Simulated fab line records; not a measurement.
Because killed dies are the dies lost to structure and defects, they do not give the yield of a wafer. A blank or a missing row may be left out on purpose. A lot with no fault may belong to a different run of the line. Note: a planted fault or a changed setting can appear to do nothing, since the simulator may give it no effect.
The tool behind it: which one?	flow nand harc	Sampling: 24 lots, 72 wafers, 6 of 1302 route steps

== WHAT THE GAUGES SHOWED, per wafer ==
NHARC_P_GATE_INSPECT_68.
lot	measured	on	raw defect count
L074	day 5 16:05	defect inspect-01	165 93 183
L075	day 6 07:38	defect inspect-02	168 152 218
L076	day 6 19:40	defect inspect-01	169 254 268
L077	day 6 20:58	defect inspect-01	99 152 203
L078	day 7 08:40	defect inspect-01	253 271 269
L079	day 7 20:03	defect inspect-02	274 227 171
L080	day 8 06:31	defect inspect-02	175 129 211
L081	day 8 22:02	defect inspect-02	238 145 316
L082	day 9 00:11	defect inspect-01	236 222 190
L083	day 9 17:29	defect inspect-02	183 148 234
L084	day 9 22:27	defect inspect-01	166 267 180
L085	day 10 10:37	defect inspect-02	219 170 193
L086	day 11 03:17	defect inspect-02	390 219 314
L087	day 11 03:23	defect inspect-01	182 266 302
L089	day 11 19:54	defect inspect-01	214 238 350
L088	day 11 21:21	defect inspect-02	284 345 218
L090	day 12 12:49	defect inspect-02	339 233 241
L091	day 12 14:52	defect inspect-01	227 140 245
L092	day 13 07:56	defect inspect-02	281 118 217
L093	day 13 15:49	defect inspect-02	223 159 191
L094	day 14 02:52	defect inspect-02	436 238 127
L095	day 14 09:17	defect inspect-01	244 97 153
L096	day 14 22:53	defect inspect-02	269 183 231
L097	day 15 05:28	defect inspect-01	356 433 385

NHARC_P_CONTACT_OVL_MEAS_13.
lot	measured	on	overlay x nm (nm)	overlay y nm (nm)
L074	day 5 17:40	overlay-02	1.7 1.5 1.9	0.8 1.3 0.6
L075	day 6 09:20	overlay-02	0.2 0.2 0.0	-1.0 -1.3 -0.8
L076	day 6 21:21	overlay-02	-0.9 -0.8 -0.9	0.0 -0.4 0.0
L077	day 6 22:32	overlay-02	-1.3 -0.6 -0.6	2.7 2.2 1.9
L078	day 7 10:22	overlay-01	-0.4 -0.7 0.0	-1.4 -0.9 -1.8
L079	day 7 21:44	overlay-02	-1.2 -1.0 -0.9	0.2 0.7 0.4
L080	day 8 08:05	overlay-02	0.7 1.0 0.6	0.6 0.7 0.3
L081	day 8 23:59	overlay-01	0.2 0.4 0.1	-0.4 0.1 -0.3
L082	day 9 01:46	overlay-02	1.2 0.9 1.0	2.1 2.3 1.9
L083	day 9 19:18	overlay-01	0.9 0.9 0.3	-0.7 -0.6 -0.5
L084	day 10 00:02	overlay-02	0.5 1.0 0.5	-0.2 -0.6 -0.4
L085	day 10 12:20	overlay-01	1.1 0.9 0.8	0.7 0.6 0.8
L086	day 11 04:52	overlay-02	-0.5 -0.5 -0.7	0.0 0.2 0.0
L087	day 11 05:08	overlay-02	-1.7 -1.4 -1.7	0.5 0.3 0.2
L089	day 11 21:29	overlay-01	0.1 -0.1 0.3	0.3 0.1 0.0
L088	day 11 23:02	overlay-02	-0.6 -0.4 -0.4	0.3 0.2 0.4
L090	day 12 14:46	overlay-02	0.1 -0.3 -0.6	0.6 -0.2 0.4
L091	day 12 16:34	overlay-01	-0.8 -0.4 -0.4	0.3 0.2 0.5
L092	day 13 09:52	overlay-02	-0.5 -1.2 -1.0	-0.5 0.8 0.0
L093	day 13 17:31	overlay-01	0.2 0.1 0.7	0.6 0.5 1.2
L094	day 14 04:35	overlay-01	0.4 0.6 0.5	0.4 -0.5 0.6
L095	day 14 10:52	overlay-02	0.0 0.3 0.2	0.8 1.0 1.1
L096	day 15 00:35	overlay-01	-0.9 -0.3 -1.0	-0.3 -0.5 -0.4
L097	day 15 07:10	overlay-01	-0.4 -0.2 -0.2	0.5 0.4 1.1

NHARC_P_M0_OVL_MEAS_10: pitch 180 nm.
lot	measured	on	overlay x nm (nm)	overlay y nm (nm)
L074	day 5 21:41	overlay-01	-1.5 -1.6 -1.8	-0.2 -0.2 -0.2
L075	day 6 13:32	overlay-01	0.9 0.8 1.7	0.8 1.0 0.6
L076	day 7 01:31	overlay-02	0.0 0.9 -0.1	-0.6 -0.4 -0.2
L077	day 7 02:46	overlay-01	-2.5 -2.5 -2.8	-0.7 -0.2 -0.7
L078	day 7 14:43	overlay-01	0.1 0.8 1.0	0.3 -0.6 -0.4
L079	day 8 02:07	overlay-02	0.3 0.0 0.3	0.6 0.6 0.4
L080	day 8 12:20	overlay-02	-0.1 -0.5 0.3	0.5 0.5 1.2
L081	day 9 04:12	overlay-01	-0.1 0.0 -0.4	-0.8 -1.0 -0.5
L082	day 9 05:50	overlay-02	0.0 -0.2 -0.5	-0.7 -0.6 -0.9
L083	day 9 23:29	overlay-01	1.1 1.2 1.6	0.0 0.3 0.5
L084	day 10 04:07	overlay-02	0.3 -0.1 0.4	0.3 0.2 0.6
L085	day 10 16:32	overlay-01	0.5 0.7 0.0	-0.1 0.5 -0.3
L086	day 11 09:06	overlay-01	-0.7 -1.4 -1.7	2.0 1.8 1.7
L087	day 11 09:20	overlay-02	1.1 1.1 1.2	-0.4 -0.4 -1.1
L089	day 12 02:13	overlay-01	-0.4 -0.6 -1.2	-0.2 0.1 -0.3
L088	day 12 03:13	overlay-01	1.2 1.3 1.3	1.6 1.0 1.2
L090	day 12 18:56	overlay-01	-0.5 -1.1 -0.7	1.0 1.3 1.4
L091	day 12 20:43	overlay-02	0.0 0.3 0.2	0.0 0.2 0.0
L092	day 13 14:02	overlay-01	0.5 0.4 0.5	1.1 1.1 0.4
L093	day 13 21:36	overlay-02	0.6 1.2 0.1	-1.3 -1.5 -1.4
L094	day 14 08:38	overlay-01	-0.2 -0.2 -0.2	-0.2 -0.4 -0.1
L095	day 14 15:25	overlay-02	1.1 0.9 1.7	0.7 1.2 0.4
L096	day 15 04:45	overlay-02	0.4 0.3 0.5	1.1 1.3 0.7
L097	day 15 11:19	overlay-01	-0.7 -0.2 -0.2	0.2 0.3 0.1

== WHICH TOOL RAN EACH LOT (tool, then ch and the chambers of the sampled wafers, then the start) ==
lot	NHARC_P_GATE_DESCUM_48	NHARC_P_GATE_STRIP_76	NHARC_P_CONTACT_ETCH_36
L074	rie diel-04 ch 0,3, day 5 09:44	plasma asher-01 ch 1, day 5 12:11	rie diel-09 ch 0,1,3, day 5 21:41 or earlier
L075	rie diel-04 ch 1,2, day 6 01:20	plasma asher-01 ch 1, day 6 03:36	rie diel-11 ch 0,2, day 6 13:32 or earlier
L076	rie diel-07 ch 0,1,2, day 6 13:25	plasma asher-01 ch 0,1, day 6 15:49	rie diel-11 ch 0,2,3, day 7 01:31 or earlier
L077	rie diel-08 ch 1,2, day 6 14:34	plasma asher-01 ch 0,1, day 6 16:59	rie diel-11 ch 0,1,2, day 7 02:46 or earlier
L078	rie diel-07 ch 0,1,3, day 7 02:17	plasma asher-02 ch 0,1, day 7 04:44	rie diel-09 ch 1,2,3, day 7 14:43 or earlier
L079	rie diel-08 ch 0,2,3, day 7 13:46	plasma asher-02 ch 0,1, day 7 16:07	rie diel-11 ch 0,3, day 8 02:07 or earlier
L080	rie diel-08 ch 1,2,3, day 8 00:02	plasma asher-02 ch 0,1, day 8 02:25	rie diel-11 ch 0,1, day 8 12:20 or earlier
L081	rie diel-08 ch 0,1,3, day 8 15:49	plasma asher-02 ch 0,1, day 8 18:07	rie diel-09 ch 0,1,2, day 9 04:12 or earlier
L082	rie diel-07 ch 1,2,3, day 8 17:56	plasma asher-02 ch 0,1, day 8 20:20	rie diel-09 ch 0,2,3, day 9 05:50 or earlier
L083	rie diel-04 ch 0,1,2, day 9 11:06	plasma asher-02 ch 0,1, day 9 13:29	rie diel-09 ch 0,1,3, day 9 23:29 or earlier
L084	rie diel-07 ch 0,2,3, day 9 16:11	plasma asher-01 ch 0,1, day 9 18:35	rie diel-09 ch 1,2,3, day 10 04:07 or earlier
L085	rie diel-08 ch 1,2,3, day 10 04:15	plasma asher-02 ch 0,1, day 10 06:38	rie diel-02 ch 0,2,3, day 10 16:32 or earlier
L086	rie diel-08 ch 1,2, day 10 20:34	plasma asher-02 ch 0,1, day 10 23:05	rie diel-11 ch 0,1, day 11 09:06 or earlier
L087	rie diel-08 ch 0,1,3, day 10 20:46	plasma asher-01 ch 0,1, day 10 23:20	rie diel-09 ch 0,3, day 11 09:20 or earlier
L089	rie diel-08 ch 0,1, day 11 13:20	plasma asher-01 ch 0,1, day 11 15:46	rie diel-09 ch 0,1, day 12 02:13 or earlier
L088	rie diel-07 ch 0,1, day 11 14:12	plasma asher-01 ch 1, day 11 16:58	rie diel-09 ch 0,2,3, day 12 03:13 or earlier
L090	rie diel-08 ch 0,2,3, day 12 06:24	plasma asher-01 ch 0,1, day 12 08:41	rie diel-11 ch 1,2,3, day 12 18:56 or earlier
L091	rie diel-08 ch 0,2,3, day 12 08:32	plasma asher-02 ch 0,1, day 12 10:53	rie diel-02 ch 1,2,3, day 12 20:43 or earlier
L092	rie diel-04 ch 0,1,3, day 13 01:43	plasma asher-02 ch 0,1, day 13 04:05	rie diel-09 ch 0,1,3, day 13 14:02 or earlier
L093	rie diel-04 ch 0,3, day 13 09:24	plasma asher-01 ch 0,1, day 13 11:47	rie diel-09 ch 2,3, day 13 21:36 or earlier
L094	rie diel-07 ch 1,2,3, day 13 20:46	plasma asher-02 ch 0,1, day 13 23:01	rie diel-09 ch 0,1,2, day 14 08:38 or earlier
L095	rie diel-04 ch 0,2,3, day 14 03:05	plasma asher-01 ch 0,1, day 14 05:20	rie diel-02 ch 1,2, day 14 15:25 or earlier
L096	rie diel-04 ch 0,1,3, day 14 16:37	plasma asher-02 ch 0,1, day 14 19:01	rie diel-11 ch 0,1, day 15 04:45 or earlier
L097	rie diel-04 ch 0,1, day 14 23:10	plasma asher-01 ch 0,1, day 15 01:33	rie diel-02 ch 0,2, day 15 11:19 or earlier
- NHARC_P_GATE_DESCUM_48: chemistry O2, time 3 s.
- NHARC_P_GATE_STRIP_76: strips in O2.
- NHARC_P_CONTACT_ETCH_36: etches the open film in N2/H2, target depth 260 nm, time 406.25 s.

== AS READ BY THE TOOLS THEMSELVES (means over the sampled wafers that have a number; for cases with no such wafer, the mark the record gives instead) ==
NHARC_P_GATE_DESCUM_48.
lot	tool	chamber pressure mTorr (mTorr)	drypump motor current A (A)	o2 flow sccm (sccm)	oes product au (a.u.)	rf vpp V (V)	showerhead plenum p Torr (Torr)	throttle valve pct (%)
L074	rie diel-04	60.02	5.7	200.5	1.002	58.2	1.95	11.314
L075	rie diel-04	60.02	6.2	200.0	1.012	57.8	1.88	11.303
L076	rie diel-07	60.02	5.9	199.7	1.013	57.7	1.98	11.314
L077	rie diel-08	60.00	5.1	200.1	1.015	58.4	1.92	11.308
L078	rie diel-07	59.95	5.9	200.1	1.004	58.6	1.93	11.311
L079	rie diel-08	60.06	5.6	200.0	1.009	58.0	1.86	11.311
L080	rie diel-08	59.99	5.6	199.9	1.011	57.8	1.93	11.302
L081	rie diel-08	59.99	5.7	199.6	1.004	57.6	1.92	11.306
L082	rie diel-07	60.04	6.1	200.0	0.988	58.2	1.91	11.310
L083	rie diel-04	59.97	6.1	199.3	0.997	58.7	1.91	11.313
L084	rie diel-07	60.01	6.0	199.3	0.993	58.0	1.90	11.318
L085	rie diel-08	59.99	5.5	199.7	1.007	57.6	1.93	11.311
L086	rie diel-08	59.97	5.1	199.5	1.010	57.8	1.97	11.311
L087	rie diel-08	59.97	5.7	200.4	1.010	57.8	1.92	11.313
L089	rie diel-08	59.97	5.2	199.5	1.013	57.9	1.90	11.325
L088	rie diel-07	60.02	5.7	200.4	0.995	57.1	2.00	11.306
L090	rie diel-08	60.03	5.6	200.8	1.005	57.9	1.86	11.305
L091	rie diel-08	60.03	5.6	199.9	1.007	56.8	1.86	11.317
L092	rie diel-04	60.00	5.8	199.8	0.982	58.6	1.93	11.309
L093	rie diel-04	60.00	5.7	199.8	0.984	58.4	1.94	11.311
L094	rie diel-07	59.97	6.1	200.0	1.009	58.2	1.91	11.309
L095	rie diel-04	59.97	5.8	200.1	1.003	57.9	1.91	11.309
L096	rie diel-04	60.03	5.8	200.0	0.996	58.4	1.93	11.313
L097	rie diel-04	60.01	6.1	200.3	0.991	57.9	1.93	11.307

NHARC_P_GATE_STRIP_76.
lot	tool	drypump motor current A (A)	heater power w (W)
L074	plasma asher-01	5.5	345
L075	plasma asher-01	5.5	345
L076	plasma asher-01	5.7	327
L077	plasma asher-01	5.6	335
L078	plasma asher-02	5.5	297
L079	plasma asher-02	6.0	303
L080	plasma asher-02	5.5	299
L081	plasma asher-02	6.0	299
L082	plasma asher-02	5.5	303
L083	plasma asher-02	5.5	297
L084	plasma asher-01	5.8	317
L085	plasma asher-02	6.0	297
L086	plasma asher-02	5.5	299
L087	plasma asher-01	5.8	315
L089	plasma asher-01	5.6	325
L088	plasma asher-01	5.5	333
L090	plasma asher-01	5.8	314
L091	plasma asher-02	6.0	294
L092	plasma asher-02	6.0	298
L093	plasma asher-01	5.8	317
L094	plasma asher-02	6.0	296
L095	plasma asher-01	5.6	321
L096	plasma asher-02	5.5	285
L097	plasma asher-01	5.8	315

NHARC_P_CONTACT_ETCH_36.
lot	tool	chamber pressure mTorr (mTorr)	drypump motor current A (A)	oes product au (a.u.)	rf vpp V (V)	showerhead plenum p Torr (Torr)	throttle valve pct (%)
L074	rie diel-09	29.990	5.3	0.994	431.9	2.08	14.166
L075	rie diel-11	30.002	5.9	1.004	434.7	2.16	14.169
L076	rie diel-11	29.998	5.8	1.012	432.5	2.13	14.170
L077	rie diel-11	30.011	5.5	1.016	432.5	2.11	14.176
L078	rie diel-09	29.976	5.4	1.001	431.4	2.08	14.169
L079	rie diel-11	29.987	5.9	1.004	433.4	2.13	14.172
L080	rie diel-11	29.987	5.7	1.008	433.4	2.13	14.173
L081	rie diel-09	30.012	5.6	0.999	429.5	2.00	14.166
L082	rie diel-09	29.998	5.6	0.997	429.0	2.03	14.177
L083	rie diel-09	29.985	5.3	1.001	431.4	2.08	14.173
L084	rie diel-09	30.040	5.5	0.994	431.5	2.07	14.179
L085	rie diel-02	29.987	5.8	0.992	432.1	2.09	14.179
L086	rie diel-11	30.010	5.4	0.998	431.3	2.08	14.169
L087	rie diel-09	29.992	5.5	1.003	430.7	2.03	14.169
L089	rie diel-09	29.990	5.2	1.012	430.2	2.05	14.176
L088	rie diel-09	29.997	5.6	0.999	430.5	2.03	14.176
L090	rie diel-11	29.973	5.5	1.004	431.9	2.08	14.164
L091	rie diel-02	30.002	5.8	1.002	429.6	2.01	14.169
L092	rie diel-09	29.965	5.3	1.000	430.8	2.08	14.169
L093	rie diel-09	30.014	5.6	0.995	432.2	2.10	14.162
L094	rie diel-09	30.033	5.5	1.006	429.5	2.00	14.175
L095	rie diel-02	30.032	5.7	0.999	427.2	1.94	14.171
L096	rie diel-11	29.984	5.7	1.018	432.0	2.13	14.174
L097	rie diel-02	30.015	5.6	0.995	429.6	2.02	14.164

== THE ANSWER, worked out from the rows above alone ==
Rule: usual is defined by the lots themselves. The widest of any qualifying gaps counts: lots, ordered by their means at a reading, are off when they make up no more than a third of the lots, leave a main group of 4 or more, and stand apart from it by 3 or more times the standard deviation of that group's means. Not used: any main group whose means are identical at the precision the tables above print for the reading. Also off: a lot with no number at a reading for which 4 or more lots have one. Any other lot the step has rows for is counted as sound. Order of review: gauges by route order, followed by the tools' own readings, for which a lot's mean as printed above is used. At the first step where some lot is off, the reading lying furthest off is the one used; lots without a number count as furthest.
None of the lots is off at any reading shown; this tells nothing.

== WHAT THE SIMULATOR PUT IN ==
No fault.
